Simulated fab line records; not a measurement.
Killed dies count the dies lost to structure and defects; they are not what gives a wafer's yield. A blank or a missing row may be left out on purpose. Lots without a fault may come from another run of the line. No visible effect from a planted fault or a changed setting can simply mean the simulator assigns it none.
Which tool did it?	flow n5Finfet	Sampling: 24 lots, 72 wafers, 6 of 1938 route steps

WHAT THE GAUGES SHOWED, per wafer
The record holds no reading of a measuring or inspecting step that can be judged against a usual standard deviation.

EACH LOT AND THE TOOL THAT RAN IT (in order: tool; ch and the chambers of the sampled wafers; start)
lot	N5_BEOL_M2_VIA_ETCH_34	N5_BEOL_M2_SPUTTER_86	N5_BEOL_M2_SPUTTER_88	N5_BEOL_M2_SPUTTER_92	N5_BEOL_M2_ANNEAL_93	N5_BEOL_M2_SPUTTER_94
L075	rieDiel-03 ch 2,3, day 7 01:33	pvdSputter-02, day 7 03:53	pvdSputter-02, day 7 04:07	pvdSputter-02, day 7 04:33	pvdSputter-02, day 7 04:38	pvdSputter-02, day 7 04:46
L076	rieDiel-05 ch 0,1, day 7 06:11	pvdSputter-03, day 7 07:51	pvdSputter-03, day 7 08:04	pvdSputter-03, day 7 08:31	pvdSputter-03, day 7 08:35	pvdSputter-03, day 7 08:44
L074	rieDiel-03 ch 1,2,3, day 7 06:14	pvdSputter-01, day 7 08:02	pvdSputter-01, day 7 08:15	pvdSputter-01, day 7 08:41	pvdSputter-01, day 7 08:46	pvdSputter-01, day 7 08:55
L078	rieDiel-01 ch 0,1,3, day 7 17:20	pvdSputter-03, day 7 20:06	pvdSputter-03, day 7 20:19	pvdSputter-03, day 7 20:46	pvdSputter-03, day 7 20:50	pvdSputter-03, day 7 20:59
L077	rieDiel-05 ch 0,1,3, day 7 17:27	pvdSputter-02, day 7 19:56	pvdSputter-02, day 7 20:09	pvdSputter-02, day 7 20:35	pvdSputter-02, day 7 20:40	pvdSputter-02, day 7 20:49
L079	rieDiel-03 ch 1,3, day 7 21:33	pvdSputter-03, day 7 23:28	pvdSputter-03, day 7 23:41	pvdSputter-03, day 8 00:07	pvdSputter-03, day 8 00:12	pvdSputter-03, day 8 00:20
L080	rieDiel-03 ch 1,2, day 8 06:38	pvdSputter-02, day 8 08:29	pvdSputter-02, day 8 08:42	pvdSputter-02, day 8 09:08	pvdSputter-02, day 8 09:13	pvdSputter-02, day 8 09:22
L081	rieDiel-05 ch 0,1,3, day 8 18:37	pvdSputter-02, day 8 20:33	pvdSputter-02, day 8 20:46	pvdSputter-02, day 8 21:13	pvdSputter-02, day 8 21:17	pvdSputter-02, day 8 21:26
L082	rieDiel-05 ch 0,2,3, day 8 21:44	pvdSputter-01, day 9 01:02	pvdSputter-01, day 9 01:16	pvdSputter-01, day 9 03:28	pvdSputter-01, day 9 03:33	pvdSputter-01, day 9 03:41
L083	rieDiel-03 ch 1,2,3, day 9 06:17	pvdSputter-03, day 9 08:36	pvdSputter-03, day 9 08:49	pvdSputter-03, day 9 09:16	pvdSputter-03, day 9 09:20	pvdSputter-03, day 9 09:29
L084	rieDiel-03 ch 0,3, day 9 12:58	pvdSputter-01, day 9 14:44	pvdSputter-01, day 9 14:58	pvdSputter-01, day 9 15:24	pvdSputter-01, day 9 15:29	pvdSputter-01, day 9 15:37
L085	rieDiel-05 ch 0,1, day 10 02:02	pvdSputter-02, day 10 03:44	pvdSputter-02, day 10 03:58	pvdSputter-02, day 10 04:24	pvdSputter-02, day 10 04:29	pvdSputter-02, day 10 04:37
L086	rieDiel-01 ch 0,1,2, day 10 02:10	pvdSputter-02, day 10 05:35	pvdSputter-02, day 10 05:48	pvdSputter-02, day 10 06:14	pvdSputter-02, day 10 06:19	pvdSputter-02, day 10 06:28
L088	rieDiel-03 ch 0,2,3, day 10 06:58	pvdSputter-03, day 10 09:02	pvdSputter-03, day 10 09:15	pvdSputter-03, day 10 09:41	pvdSputter-03, day 10 09:46	pvdSputter-03, day 10 09:55
L087	rieDiel-03 ch 1,2,3, day 10 14:31	pvdSputter-02, day 10 16:33	pvdSputter-02, day 10 16:46	pvdSputter-02, day 10 17:13	pvdSputter-02, day 10 17:17	pvdSputter-02, day 10 17:26
L089	rieDiel-05 ch 0,1,2, day 10 14:31	pvdSputter-01, day 10 16:22	pvdSputter-01, day 10 16:35	pvdSputter-01, day 10 17:01	pvdSputter-01, day 10 17:06	pvdSputter-01, day 10 17:14
L090	rieDiel-01 ch 0,1,2, day 10 20:22	pvdSputter-01, day 10 22:53	pvdSputter-01, day 10 23:06	pvdSputter-01, day 10 23:32	pvdSputter-01, day 10 23:37	pvdSputter-01, day 10 23:46
L091	rieDiel-01 ch 0,1,2, day 11 01:47	pvdSputter-01, day 11 04:19	pvdSputter-01, day 11 04:32	pvdSputter-01, day 11 04:59	pvdSputter-01, day 11 05:04	pvdSputter-01, day 11 05:12
L093	rieDiel-05 ch 0,3, day 12 08:47	pvdSputter-02, day 12 10:58	pvdSputter-02, day 12 11:11	pvdSputter-02, day 12 11:37	pvdSputter-02, day 12 11:42	pvdSputter-02, day 12 11:50
L092	rieDiel-03 ch 0,1,3, day 12 11:47	pvdSputter-03, day 12 13:26	pvdSputter-03, day 12 13:39	pvdSputter-03, day 12 14:05	pvdSputter-03, day 12 14:10	pvdSputter-03, day 12 14:19
L095	rieDiel-01 ch 1,2, day 12 11:49	pvdSputter-01, day 12 13:45	pvdSputter-01, day 12 13:58	pvdSputter-01, day 12 14:25	pvdSputter-01, day 12 14:29	pvdSputter-01, day 12 14:38
L094	rieDiel-05 ch 0,1, day 12 11:53	pvdSputter-02, day 12 13:32	pvdSputter-02, day 12 13:46	pvdSputter-02, day 12 14:12	pvdSputter-02, day 12 14:17	pvdSputter-02, day 12 14:25
L097	rieDiel-01 ch 2, day 12 14:56	pvdSputter-02, day 12 17:13	pvdSputter-02, day 12 17:26	pvdSputter-02, day 12 17:53	pvdSputter-02, day 12 17:58	pvdSputter-02, day 12 18:06
L096	rieDiel-05 ch 1,2, day 12 18:32	pvdSputter-01, day 12 20:11	pvdSputter-01, day 12 20:24	pvdSputter-01, day 12 20:50	pvdSputter-01, day 12 20:55	pvdSputter-01, day 12 21:04
- N5_BEOL_M2_VIA_ETCH_34: etches the open film in C4F6/O2, target depth 69.4 nm, time 65.9 s.
- N5_BEOL_M2_SPUTTER_86: material Cu, target thk 4.5 nm, time 8.29 s.
- N5_BEOL_M2_SPUTTER_88: material Cu, target thk 4.5 nm, time 8.29 s.
- N5_BEOL_M2_SPUTTER_92: material Cu, target thk 4.5 nm, time 8.29 s.
- N5_BEOL_M2_ANNEAL_93: time 240 s.
- N5_BEOL_M2_SPUTTER_94: material Cu, target thk 4.5 nm, time 8.29 s.

AS READ BY THE TOOLS THEMSELVES (means over the sampled wafers that have a number; for cases with no such wafer, the mark the record gives instead)
N5_BEOL_M2_VIA_ETCH_34.
lot	tool	drypumpMotorCurrentA (A)	oesProductAu (a.u.)	rfFwdPowerW (W)	rfVppV (V)	showerheadPlenumPTorr (Torr)	throttleValvePct (%)
L075	rieDiel-03	5.3	0.70	348.9	671	2.95	30.77
L076	rieDiel-05	5.5	0.75	346.0	653	2.86	30.26
L074	rieDiel-03	5.3	0.76	346.8	668	2.94	30.82
L078	rieDiel-01	6.1	0.75	347.2	667	2.95	30.62
L077	rieDiel-05	5.7	0.71	346.2	664	2.86	30.66
L079	rieDiel-03	5.3	0.82	345.7	664	2.92	30.89
L080	rieDiel-03	5.3	0.74	346.3	671	2.94	30.82
L081	rieDiel-05	5.7	0.72	347.5	663	2.85	30.67
L082	rieDiel-05	6.0	0.69	346.2	670	2.88	30.89
L083	rieDiel-03	5.3	0.74	347.8	667	2.93	30.85
L084	rieDiel-03	5.7	0.81	345.9	678	2.99	30.75
L085	rieDiel-05	6.0	0.72	346.5	659	2.89	30.43
L086	rieDiel-01	5.8	0.80	346.7	664	2.94	30.77
L088	rieDiel-03	5.4	0.74	346.6	674	2.96	30.78
L087	rieDiel-03	5.3	0.74	346.2	667	2.92	30.85
L089	rieDiel-05	5.8	0.79	346.7	659	2.88	30.43
L090	rieDiel-01	5.8	0.79	346.1	663	2.93	30.76
L091	rieDiel-01	5.7	0.78	348.2	664	2.93	30.77
L093	rieDiel-05	6.0	0.85	346.3	672	2.84	30.88
L092	rieDiel-03	5.5	0.77	346.7	669	2.93	30.85
L095	rieDiel-01	5.4	0.83	348.6	663	2.91	30.83
L094	rieDiel-05	6.0	0.70	347.4	658	2.88	30.45
L097	rieDiel-01	5.2	0.88	345.8	663	2.90	30.97
L096	rieDiel-05	5.7	0.84	346.2	658	2.85	30.46

N5_BEOL_M2_SPUTTER_86.
lot	tool	throttleValvePct (%)
L075	pvdSputter-02	30.2
L076	pvdSputter-03	29.9
L074	pvdSputter-01	29.9
L078	pvdSputter-03	30.5
L077	pvdSputter-02	30.7
L079	pvdSputter-03	29.9
L080	pvdSputter-02	30.7
L081	pvdSputter-02	30.7
L082	pvdSputter-01	30.4
L083	pvdSputter-03	30.6
L084	pvdSputter-01	29.5
L085	pvdSputter-02	30.9
L086	pvdSputter-02	30.5
L088	pvdSputter-03	30.6
L087	pvdSputter-02	31.2
L089	pvdSputter-01	29.7
L090	pvdSputter-01	29.6
L091	pvdSputter-01	29.7
L093	pvdSputter-02	30.7
L092	pvdSputter-03	30.7
L095	pvdSputter-01	29.9
L094	pvdSputter-02	30.6
L097	pvdSputter-02	30.7
L096	pvdSputter-01	29.6

N5_BEOL_M2_SPUTTER_88.
lot	tool	throttleValvePct (%)
L075	pvdSputter-02	30.2
L076	pvdSputter-03	30.0
L074	pvdSputter-01	29.7
L078	pvdSputter-03	30.5
L077	pvdSputter-02	30.7
L079	pvdSputter-03	30.0
L080	pvdSputter-02	30.7
L081	pvdSputter-02	30.6
L082	pvdSputter-01	30.5
L083	pvdSputter-03	30.6
L084	pvdSputter-01	29.8
L085	pvdSputter-02	31.1
L086	pvdSputter-02	30.6
L088	pvdSputter-03	30.7
L087	pvdSputter-02	31.2
L089	pvdSputter-01	29.8
L090	pvdSputter-01	29.6
L091	pvdSputter-01	29.5
L093	pvdSputter-02	30.7
L092	pvdSputter-03	30.6
L095	pvdSputter-01	29.7
L094	pvdSputter-02	30.7
L097	pvdSputter-02	30.5
L096	pvdSputter-01	29.6

N5_BEOL_M2_SPUTTER_92.
lot	tool	throttleValvePct (%)
L075	pvdSputter-02	30.1
L076	pvdSputter-03	29.9
L074	pvdSputter-01	29.8
L078	pvdSputter-03	30.5
L077	pvdSputter-02	30.6
L079	pvdSputter-03	30.2
L080	pvdSputter-02	30.5
L081	pvdSputter-02	30.5
L082	pvdSputter-01	30.5
L083	pvdSputter-03	30.6
L084	pvdSputter-01	29.3
L085	pvdSputter-02	31.1
L086	pvdSputter-02	30.6
L088	pvdSputter-03	30.6
L087	pvdSputter-02	31.0
L089	pvdSputter-01	29.8
L090	pvdSputter-01	29.7
L091	pvdSputter-01	29.5
L093	pvdSputter-02	30.7
L092	pvdSputter-03	30.5
L095	pvdSputter-01	29.7
L094	pvdSputter-02	30.5
L097	pvdSputter-02	30.5
L096	pvdSputter-01	29.4

N5_BEOL_M2_ANNEAL_93.
lot	tool	heaterPowerW (W)
L075	pvdSputter-02	820
L076	pvdSputter-03	775
L074	pvdSputter-01	901
L078	pvdSputter-03	892
L077	pvdSputter-02	847
L079	pvdSputter-03	803
L080	pvdSputter-02	850
L081	pvdSputter-02	822
L082	pvdSputter-01	917
L083	pvdSputter-03	883
L084	pvdSputter-01	932
L085	pvdSputter-02	853
L086	pvdSputter-02	820
L088	pvdSputter-03	887
L087	pvdSputter-02	841
L089	pvdSputter-01	878
L090	pvdSputter-01	932
L091	pvdSputter-01	902
L093	pvdSputter-02	864
L092	pvdSputter-03	868
L095	pvdSputter-01	885
L094	pvdSputter-02	851
L097	pvdSputter-02	805
L096	pvdSputter-01	920

N5_BEOL_M2_SPUTTER_94.
lot	tool	throttleValvePct (%)
L075	pvdSputter-02	30.2
L076	pvdSputter-03	29.9
L074	pvdSputter-01	29.8
L078	pvdSputter-03	30.6
L077	pvdSputter-02	30.7
L079	pvdSputter-03	30.0
L080	pvdSputter-02	30.6
L081	pvdSputter-02	30.6
L082	pvdSputter-01	30.2
L083	pvdSputter-03	30.6
L084	pvdSputter-01	29.6
L085	pvdSputter-02	31.2
L086	pvdSputter-02	30.7
L088	pvdSputter-03	30.6
L087	pvdSputter-02	31.1
L089	pvdSputter-01	30.0
L090	pvdSputter-01	29.6
L091	pvdSputter-01	29.6
L093	pvdSputter-02	30.8
L092	pvdSputter-03	30.7
L095	pvdSputter-01	29.9
L094	pvdSputter-02	30.6
L097	pvdSputter-02	30.4
L096	pvdSputter-01	29.6

THE ANSWER, worked out from the rows above alone
Rule: the usual values come from the lots themselves. Put in order of their means at a reading, lots are off if they are a third of the lots or fewer, leave a main group of 4 or more, and stand apart from it by a gap of 3 or more times the standard deviation of the main group's means; of several such gaps the widest counts. Not used: any main group whose means are identical at the precision the tables above print for the reading. A lot without any number at a reading at which 4 lots or more have one is off too. Any other lot the step has rows for is counted as sound. After the gauges, taken in route order, come the tools' own readings; for these a lot's mean is taken, as printed above. The first step at which some lot is off is used, and at that step the reading that is off furthest; a lot without a number counts as furthest.
None of the lots is off at any reading shown; this tells nothing.

WHAT WAS PUT IN BY THE SIMULATOR
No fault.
